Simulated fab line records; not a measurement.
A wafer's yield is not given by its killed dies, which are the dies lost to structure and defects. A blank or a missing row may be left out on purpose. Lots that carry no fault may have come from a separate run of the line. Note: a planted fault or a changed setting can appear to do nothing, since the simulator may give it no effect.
Chamber matching + flow n5 finfet + N5_SDB_CMP_30 on cmp-03: 4 sister chambers
The step polishes, stops on poly-Si, t overpolish 1.54 s, target thk 30 nm. 8 wafers are shown with their chamber, then 7 later ones without.

== EACH WAFER AND ITS CHAMBER ==
| wafer  | chamber | motor current A (A) | time to endpoint s (s) |
|--------|---------|---------------------|------------------------|
| L075.1 | 1       | 11.2                | 12                     |
| L076.6 | 1       | 10.3                | 12                     |
| L078.1 | 0       | 11.7                | 17                     |
| L084.1 | 2       | 12.4                | 10                     |
| L084.3 | 0       | 11.5                | 16                     |
| L084.6 | 3       | 14.9                | 17                     |
| L085.2 | 2       | 12.4                | 10                     |
| L085.3 | 3       | 14.6                | 15                     |

== WAFERS WHOSE CHAMBER IS MISSING ==
| wafer  | motor current A (A) | time to endpoint s (s) |
|--------|---------------------|------------------------|
| L085.6 | 11.3                | 15                     |
| L093.3 | 12.4                | 11                     |
| L093.5 | 11.7                | 15                     |
| L093.6 | 11.0                | 14                     |
| L096.1 | 12.0                | 10                     |
| L096.5 | 15.0                | 17                     |
| L096.6 | 10.7                | 14                     |

== WHICH CHAMBER EACH WENT THROUGH ==
| wafer  | from the rows above     | in truth |
|--------|-------------------------|----------|
| L085.6 | 0                       | 0        |
| L093.3 | 2                       | 2        |
| L093.5 | 0                       | 0        |
| L093.6 | can't be placed: 1 or 0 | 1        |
| L096.1 | 2                       | 2        |
| L096.5 | 3                       | 3        |
| L096.6 | can't be placed: 1 or 0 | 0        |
Correctly placed: 5 of 7. From these rows, 2 cannot be placed; in 2 the true chamber is one of the candidates. Placed wrongly: 0.
How it was worked out, from the rows above alone: a wafer's distance from a chamber is the root of the sum, over the readings, of the square of ((its reading less the chamber's mean) divided by the reading's scatter). The wafer belongs to the nearest chamber; if the next one is less than 2 further off, it can't be placed. For every chamber, the mean is computed from those of its wafers that are shown. The scatter is the square root of a quotient: the sum, over the shown wafers, of each reading's squared deviation from its chamber's mean, divided by wafers minus chambers.
